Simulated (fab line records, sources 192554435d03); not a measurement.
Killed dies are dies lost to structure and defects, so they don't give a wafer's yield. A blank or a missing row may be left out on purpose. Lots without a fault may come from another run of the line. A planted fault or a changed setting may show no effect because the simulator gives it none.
Which tool did it? | flow n5_finfet | 9 lots, 26 wafers sampled, at 5 steps of a route of 1938

WHAT THE GAUGES READ, wafer by wafer
N5_WELL_APT_CD_MEAS_08: target cd 200 nm. Usual: cd_nm 200.1 nm, standard deviation 1.6.
lot  | measured    | on        | cd_nm (nm)        | flag
L929 | day 1 13:44 | cd_sem-01 | 202.3 200.6 200.2 |
L931 | day 2 01:42 | cd_sem-03 | 199.9 202.4 198.8 |
L936 | day 3 07:34 | cd_sem-02 | 200.4 201.4 200.0 |
L939 | day 4 01:34 | cd_sem-03 | 196.7 193.3       | OFF
L942 | day 4 19:49 | cd_sem-01 | 199.4 197.8 198.2 |
L945 | day 5 13:49 | cd_sem-02 | 199.6 201.6 201.7 |
L950 | day 6 19:50 | cd_sem-02 | 200.0 197.4 198.7 |
L951 | day 7 01:34 | cd_sem-03 | 200.7 201.2 201.0 |
L952 | day 7 07:44 | cd_sem-02 | 198.7 197.5 200.7 |

N5_WELL_APT_CD_MEAS_25: target cd 200 nm. Usual: cd_nm 200.8 nm, standard deviation 2.2.
lot  | measured    | on        | cd_nm (nm)        | flag
L929 | day 1 14:52 | cd_sem-03 | 200.5 201.8 199.9 |
L931 | day 2 03:17 | cd_sem-01 | 200.0 198.8 199.7 |
L936 | day 3 08:43 | cd_sem-02 | 202.6 202.5 201.2 |
L939 | day 4 02:59 | cd_sem-01 | 199.2 204.2       |
L942 | day 4 20:56 | cd_sem-03 | 202.1 202.1 201.4 |
L945 | day 5 15:05 | cd_sem-03 | 199.2 202.2 200.4 |
L950 | day 6 21:09 | cd_sem-03 | 198.5 201.0 200.2 |
L951 | day 7 02:41 | cd_sem-03 | 204.2 203.1 204.5 |
L952 | day 7 08:51 | cd_sem-02 | 198.7 200.2 202.2 |

N5_WELL_APT_OVL_MEAS_26. Usual: PWELL_OVL 1 nm, standard deviation 5.8.
lot  | measured    | on         | PWELL_OVL (nm) | flag
L929 | day 1 14:53 | overlay-01 | -3 0 -7        |
L931 | day 2 03:19 | overlay-01 | -1 7 0         |
L936 | day 3 08:45 | overlay-02 | -1 0 2         |
L939 | day 4 03:01 | overlay-02 | -3 4           |
L942 | day 4 20:58 | overlay-01 | -2 -1 -3       |
L945 | day 5 15:07 | overlay-01 | 0 10 -2        |
L950 | day 6 21:11 | overlay-02 | 2 -7 -6        |
L951 | day 7 02:43 | overlay-02 | 2 2 7          |
L952 | day 7 08:53 | overlay-02 | -1 -6 -10      |

WHICH TOOL RAN EACH LOT (tool, then ch and the chambers of the sampled wafers, then the start)
lot  | N5_ZERO_LAYER_PECVD_02         | N5_WELL_APT_EXPOSE_05
L929 | pecvd-01 ch 0,2, day 1 12:17   | krf_scanner-02 ch 0, day 1 13:34
L931 | pecvd-03 ch 0,1, day 2 00:17   | krf_scanner-01 ch 0, day 2 01:32
L936 | pecvd-03 ch 0,1, day 3 06:17   | krf_scanner-02 ch 0, day 3 07:23
L939 | pecvd-03 ch 0,1, day 4 00:17   | krf_scanner-02 ch 0, day 4 01:23
L942 | pecvd-03 ch 0,1,2, day 4 18:17 | krf_scanner-01 ch 0, day 4 19:39
L945 | pecvd-03 ch 0,1, day 5 12:17   | krf_scanner-01 ch 0, day 5 13:39
L950 | pecvd-04 ch 1,2, day 6 18:17   | krf_scanner-01 ch 0, day 6 19:40
L951 | pecvd-01 ch 1,2, day 7 00:17   | krf_scanner-01 ch 0, day 7 01:23
L952 | pecvd-04 ch 0,1,2, day 7 06:17 | krf_scanner-02 ch 0, day 7 07:34
- N5_ZERO_LAYER_PECVD_02: deposits SiO2 from SiH4/N2O, target thk 10 nm, time 6 s.
- N5_WELL_APT_EXPOSE_05: exposes mask NWELL, defocus 0 nm, target cd 200 nm.

WHAT THE TOOLS THEMSELVES READ (means of the sampled wafers that have a number; where no wafer has one, the mark that the record gives instead)
N5_ZERO_LAYER_PECVD_02. Usual: heater_power_w 694 W, standard deviation 94; rf_fwd_power_W 272.9 W, standard deviation 0.92; showerhead_plenum_p_Torr 8.14 Torr, standard deviation 0.11.
lot  | tool     | heater_power_w (W) | rf_fwd_power_W (W) | showerhead_plenum_p_Torr (Torr) | flag
L929 | pecvd-01 | 740                | 273.4              | 8.13                            |
L931 | pecvd-03 | 570                | 272.9              | 8.20                            |
L936 | pecvd-03 | 605                | 273.2              | 8.19                            |
L939 | pecvd-03 | 620                | 273.5              | 8.21                            |
L942 | pecvd-03 | 647                | 273.0              | 8.17                            |
L945 | pecvd-03 | 585                | 273.9              | 8.20                            |
L950 | pecvd-04 | 643                | 273.3              | 8.12                            |
L951 | pecvd-01 | 781                | 271.9              | 8.13                            |
L952 | pecvd-04 | 713                | 273.7              | 8.11                            |

N5_WELL_APT_EXPOSE_05. Usual: exposure_dose_mJ_cm2 20.285, standard deviation 0.021.
lot  | tool           | exposure_dose_mJ_cm2 | flag
L929 | krf_scanner-02 | 20.296               |
L931 | krf_scanner-01 | 20.287               |
L936 | krf_scanner-02 | 20.273               |
L939 | krf_scanner-02 | 20.282               |
L942 | krf_scanner-01 | 20.288               |
L945 | krf_scanner-01 | 20.321               |
L950 | krf_scanner-01 | 20.261               |
L951 | krf_scanner-01 | 20.271               |
L952 | krf_scanner-02 | 20.275               |

THE ANSWER, worked out from the rows above alone
Rule: a lot is off if the mean of its wafers that have a number lies more than 3 standard deviations from the usual mean. A lot without any number at a reading at which 4 lots or more have one is off too. The other lots that the step has rows for count as sound. The gauges are gone through in route order, then the tools' own readings, and for those a lot's mean is taken as printed above. The first step at which some lot is off is used, and at that step the reading that is off furthest; a lot without a number counts as furthest.
Off: L939, at N5_WELL_APT_CD_MEAS_08 (cd_nm).
A tool fits if, at a process step before that reading, it ran every lot that is off, and no sound lot after the first of them. The gauges at N5_WELL_APT_CD_MEAS_08 are tried like those tools. None of those tried fits.

WHAT THE SIMULATOR HAD PUT IN
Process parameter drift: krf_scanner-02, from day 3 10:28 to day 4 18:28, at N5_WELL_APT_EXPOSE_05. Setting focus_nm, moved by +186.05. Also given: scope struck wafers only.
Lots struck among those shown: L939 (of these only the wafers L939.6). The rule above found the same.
